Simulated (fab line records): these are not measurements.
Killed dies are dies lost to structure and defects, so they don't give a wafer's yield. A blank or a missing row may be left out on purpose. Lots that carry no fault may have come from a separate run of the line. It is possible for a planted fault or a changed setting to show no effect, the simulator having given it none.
Chamber matching :: flow nand harc :: pecvd-01 running NHARC_A_SLIT_DEP_25: 3 sister chambers
The step deposits SiO2, target thk 200 nm. 14 wafers are shown with their chamber, then 7 later ones without.

== WAFERS PAIRED WITH THEIR CHAMBERS ==
wafer: L076.1
chamber: 2
throttle valve pct (%): 16.3
heater power w (W): 416

wafer: L076.2
chamber: 0
throttle valve pct (%): 15.7
heater power w (W): 646

wafer: L076.6
chamber: 2
throttle valve pct (%): 16.4
heater power w (W): 301

wafer: L079.1
chamber: 2
throttle valve pct (%): 16.1
heater power w (W): 417

wafer: L079.3
chamber: 1
throttle valve pct (%): 15.4
heater power w (W): 613

wafer: L079.4
chamber: 0
throttle valve pct (%): 15.4
heater power w (W): 584

wafer: L077.2
chamber: 0
throttle valve pct (%): 15.2
heater power w (W): 644

wafer: L077.3
chamber: 2
throttle valve pct (%): 16.2
heater power w (W): 335

wafer: L077.4
chamber: 2
throttle valve pct (%): 16.2
heater power w (W): 339

wafer: L082.1
chamber: 0
throttle valve pct (%): 15.4
heater power w (W): 653

wafer: L082.2
chamber: 1
throttle valve pct (%): 15.4
heater power w (W): 731

wafer: L082.5
chamber: 2
throttle valve pct (%): 16.6
heater power w (W): 395

wafer: L085.1
chamber: 0
throttle valve pct (%): 15.8
heater power w (W): 660

wafer: L085.2
chamber: 2
throttle valve pct (%): 16.5
heater power w (W): 384

SIGNATURES (means of the wafers above)
reading: throttle valve pct
chamber 0: 15.500
chamber 1: 15.400
chamber 2: 16.329
scatter within a chamber: 0.199

reading: heater power w
chamber 0: 637.40
chamber 1: 672.00
chamber 2: 369.57
scatter within a chamber: 45.5
Rule: a wafer's distance from a chamber is the root of the sum, over the readings, of the square of ((its reading less the chamber's mean) divided by the reading's scatter). If the next closest chamber is less than 2 further off than the closest, the wafer can't be placed; otherwise it belongs to the closest. The scatter: the root of (the sum of the squares of (reading less its chamber's mean) over the shown wafers, divided by (wafers less chambers)).

== WAFERS WHOSE CHAMBER IS MISSING ==
wafer: L085.3
throttle valve pct (%): 15.8
heater power w (W): 639

wafer: L088.1
throttle valve pct (%): 15.8
heater power w (W): 580

wafer: L088.2
throttle valve pct (%): 16.7
heater power w (W): 382

wafer: L088.5
throttle valve pct (%): 15.9
heater power w (W): 603

wafer: L094.1
throttle valve pct (%): 15.6
heater power w (W): 592

wafer: L094.2
throttle valve pct (%): 15.6
heater power w (W): 623

wafer: L094.6
throttle valve pct (%): 15.6
heater power w (W): 584

== WHICH CHAMBER EACH ONE RAN IN ==
wafer: L085.3
from the rows above: can't be placed: 0 or 1
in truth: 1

wafer: L088.1
from the rows above: can't be placed: 0 or 1
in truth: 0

wafer: L088.2
from the rows above: 2
in truth: 2

wafer: L088.5
from the rows above: can't be placed: 0 or 1
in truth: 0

wafer: L094.1
from the rows above: can't be placed: 0 or 1
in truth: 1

wafer: L094.2
from the rows above: can't be placed: 0 or 1
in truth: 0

wafer: L094.6
from the rows above: can't be placed: 0 or 1
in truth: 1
1 of 7 placed correctly. Can't be placed from these rows: 6 (the true chamber is among the candidates in 6). Number placed wrongly: 0.
